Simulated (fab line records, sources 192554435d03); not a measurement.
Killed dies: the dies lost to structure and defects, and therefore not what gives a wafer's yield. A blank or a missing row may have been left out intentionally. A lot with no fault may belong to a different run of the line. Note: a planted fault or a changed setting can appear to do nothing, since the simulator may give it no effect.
Matching of chambers    flow n5_finfet    N5_STI_FIN_REVEAL_STRIP_24 on rie_diel-03: 4 sister chambers
The step strips in N2/H2, time 90 s. 4 wafers are shown with their chamber, then 9 later ones without.

## WAFERS WITH THEIR CHAMBER
wafer   chamber  showerhead_plenum_p_Torr (Torr)
L078.4  1        3.42
L085.6  3        3.23
L086.1  2        3.40
L086.6  0        3.54

## WAFERS WHOSE CHAMBER IS MISSING
wafer   showerhead_plenum_p_Torr (Torr)
L089.2  3.39
L089.3  3.22
L089.4  3.54
L094.1  3.53
L094.2  3.42
L094.5  3.53
L096.2  3.42
L096.3  3.22
L096.4  3.53

## EACH ONE'S CHAMBER
wafer   from the rows above  in truth
L089.2  2                    2
L089.3  3                    3
L089.4  0                    0
L094.1  0                    0
L094.2  1                    1
L094.5  0                    0
L096.2  1                    1
L096.3  3                    3
L096.4  0                    0
Placed correctly: 9 of 9. Not placeable from these rows: 0. Wrongly placed: 0.
How it was worked out, from the rows above alone: a wafer's distance from a chamber is the root of the sum, over the readings, of the square of ((its reading less the chamber's mean) divided by the reading's scatter). If the next closest chamber is less than 2 further off than the closest, the wafer can't be placed; otherwise it belongs to the closest. A chamber's mean is the mean of its shown wafers. The scatter (one wafer shown for each chamber): square how far every hidden wafer sits from the nearest shown wafer, average those squares and take the square root.
